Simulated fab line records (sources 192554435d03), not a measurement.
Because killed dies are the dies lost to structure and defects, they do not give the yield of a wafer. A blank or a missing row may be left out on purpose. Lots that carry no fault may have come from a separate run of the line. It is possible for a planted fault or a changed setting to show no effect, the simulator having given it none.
Matching of chambers / flow n5Finfet / N5_BEOL_M7_STRIP_36 on rieDiel-05 has 4 sister chambers
The step strips in N2/H2. 4 wafers are shown with their chamber, then 9 later ones without.

## WAFERS PAIRED WITH THEIR CHAMBERS
wafer=L083.2; chamber=0; drypumpMotorCurrentA (A)=6.0
wafer=L083.6; chamber=3; drypumpMotorCurrentA (A)=6.2
wafer=L086.5; chamber=1; drypumpMotorCurrentA (A)=6.1
wafer=L086.6; chamber=2; drypumpMotorCurrentA (A)=5.3

## WAFERS WITHOUT THEIR CHAMBER
wafer=L091.2; drypumpMotorCurrentA (A)=6.2
wafer=L091.3; drypumpMotorCurrentA (A)=5.3
wafer=L091.6; drypumpMotorCurrentA (A)=5.3
wafer=L089.1; drypumpMotorCurrentA (A)=5.3
wafer=L089.2; drypumpMotorCurrentA (A)=6.1
wafer=L089.6; drypumpMotorCurrentA (A)=5.3
wafer=L096.2; drypumpMotorCurrentA (A)=5.3
wafer=L096.5; drypumpMotorCurrentA (A)=6.2
wafer=L096.6; drypumpMotorCurrentA (A)=5.9

## WHICH CHAMBER EACH WENT THROUGH
wafer=L091.2; from the rows above=3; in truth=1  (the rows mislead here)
wafer=L091.3; from the rows above=2; in truth=2
wafer=L091.6; from the rows above=2; in truth=2
wafer=L089.1; from the rows above=2; in truth=2
wafer=L089.2; from the rows above=1; in truth=1
wafer=L089.6; from the rows above=2; in truth=2
wafer=L096.2; from the rows above=2; in truth=2
wafer=L096.5; from the rows above=3; in truth=3
wafer=L096.6; from the rows above=0; in truth=0
Placed correctly: 8 of 9. Number that these rows cannot place: 0. Placed wrongly: 1.
How it was worked out, from the rows above alone: a wafer's distance from a chamber is the root of the sum, over the readings, of the square of ((its reading less the chamber's mean) divided by the reading's scatter). If the next closest chamber is less than 2 further off than the closest, the wafer can't be placed; otherwise it belongs to the closest. Each chamber's mean is taken over the wafers shown for it. The scatter: root of mean squared gap, hidden wafer to nearest shown wafer, with one shown wafer a chamber.
